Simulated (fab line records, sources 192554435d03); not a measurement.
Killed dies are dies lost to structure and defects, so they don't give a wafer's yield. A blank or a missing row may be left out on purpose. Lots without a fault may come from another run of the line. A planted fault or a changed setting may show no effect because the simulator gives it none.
Split-lot experiment | flow n5_finfet | 7 lots, 21 wafers read, on a route of 1938 steps

THE SPLIT
At N5_SD_EPI_P_PEB_07 (peb time 60 s), the setting peb_time_s was moved away from the recipe's 60 s on 6 of the 21 wafers read, by -18.1% to +19.8%. The other wafers ran this setting at the recipe's value.

FROM THE SPLIT TO THE READING: what the file shows between them, 1 step
- N5_SD_EPI_P_DEVELOP_08: develop time 30 s

THE READING
cd_nm, in nm, at N5_SD_EPI_P_CD_MEAS_09 (target cd 240 nm). Fault-free wafers of this fab line usually give 240.2 nm, standard deviation 0.62 nm.

wafer  | tool, chamber at the split | peb_time_s as run, s | against the recipe | cd_nm, nm | against lot-mates on the recipe
L082.2 | litho_track-04, 0          | 60                   | recipe             | 241.1     | -
L082.3 | litho_track-04, 0          | 60                   | recipe             | 240.8     | -
L082.4 | litho_track-04, 0          | 60                   | recipe             | 240.5     | -
L083.1 | litho_track-04, 0          | 60                   | recipe             | 239.6     | -
L083.2 | litho_track-04, 0          | 53.33                | -11.1%             | 235.8     | -3.6
L083.5 | litho_track-04, 0          | 60                   | recipe             | 239.3     | -
L085.1 | litho_track-05, 0          | 60                   | recipe             | 240.9     | -
L085.2 | litho_track-05, 0          | 60                   | recipe             | 240.3     | -
L085.4 | litho_track-05, 0          | 60                   | recipe             | 240.0     | -
L089.3 | litho_track-05, 0          | 60                   | recipe             | 241.0     | -
L089.4 | litho_track-05, 0          | 71.9                 | +19.8%             | 246.8     | +5.8
L089.5 | litho_track-05, 0          | 71.9                 | +19.8%             | 246.7     | +5.7
L092.3 | litho_track-02, 0          | 60                   | recipe             | 240.0     | -
L092.4 | litho_track-02, 0          | 60                   | recipe             | 240.9     | -
L092.6 | litho_track-02, 0          | 60                   | recipe             | 240.4     | -
L093.1 | litho_track-05, 0          | 60                   | recipe             | 239.8     | -
L093.2 | litho_track-05, 0          | 60                   | recipe             | 240.7     | -
L093.4 | litho_track-05, 0          | 60                   | recipe             | 240.5     | -
L094.3 | litho_track-02, 0          | 49.15                | -18.1%             | 233.8     | no lot-mate on the recipe
L094.4 | litho_track-02, 0          | 49.15                | -18.1%             | 232.5     | no lot-mate on the recipe
L094.5 | litho_track-02, 0          | 49.15                | -18.1%             | 234.2     | no lot-mate on the recipe

THE FIT
A straight line over all 21 wafers: cd_nm changes by +0.356 nm for each +1% of peb_time_s; r = +0.99; the points scatter about the line by 0.61 nm.
The same after taking each lot's own level away (the mean of its wafers on the recipe; 18 wafers): +0.296 nm for each +1%; r = +0.99; scatter 0.32 nm.
On that fit, the largest move of peb_time_s shifts the reading by 5.9 nm.
The lots' own levels span 239.45 to 241.00 nm, that is 2.5 times the standard deviation above.
So the lot-to-lot level changes the slope: the two fits differ.
Check: with one of the wafers moved furthest among these (+19.8%) left out of the fit, the line predicts +5.87 nm for it against its lot-mates. It came out at +5.8 nm against them.

OTHER SPLITS ON THESE WAFERS
These wafers also went through other splits before the reading. Each is held against what the fit with the lots' levels taken away leaves over:
other split on the same wafers | wafers away from the commonest value | r with cd_nm (lot level and that fit taken away)
N5_SD_EPI_N_DESCUM_14 time_s   | 6                                    | -0.22
N5_SD_EPI_P_COAT_34 spin_rpm   | 7                                    | +0.05

THE WHOLE CHAIN: every reading that the file lists as answering this split, in the file's order
step                   | what it does                                           | reading                                                         | change (the file's fit)               | r (the file's)
N5_SD_EPI_P_CD_MEAS_09 | target cd 240 nm                                       | cd_nm                                                           | +0.298 nm for each +1% of the setting | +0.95
N5_SD_EPI_P_DESCUM_14  | chemistry O2, time 7.9 s                               | SD_EPI_P.cd_nm (the simulator's own value, which no gauge read) | +0.279 nm for each +1% of the setting | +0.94
N5_SD_EPI_P_ETCH_36    | etches SiARC in CF4, target depth 45.5 nm, time 75.8 s | SD_EPI_P.cd_nm (the simulator's own value, which no gauge read) | +0.288 nm for each +1% of the setting | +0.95
N5_SD_EPI_P_ETCH_37    | etches SOC in N2/H2, overetch 108 nm, time 486 s       | SD_EPI_P.cd_nm (the simulator's own value, which no gauge read) | +0.324 nm for each +1% of the setting | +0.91
N5_SD_EPI_P_ETCH_47    | etches SiOCN in CH3F/O2, target depth 25 nm            | SD_EPI_P.cd_nm (the simulator's own value, which no gauge read) | +0.332 nm for each +1% of the setting | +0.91

THE FILE'S OWN FIT
cd_nm changes by +0.298 nm for each +1% of peb_time_s, r = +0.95.
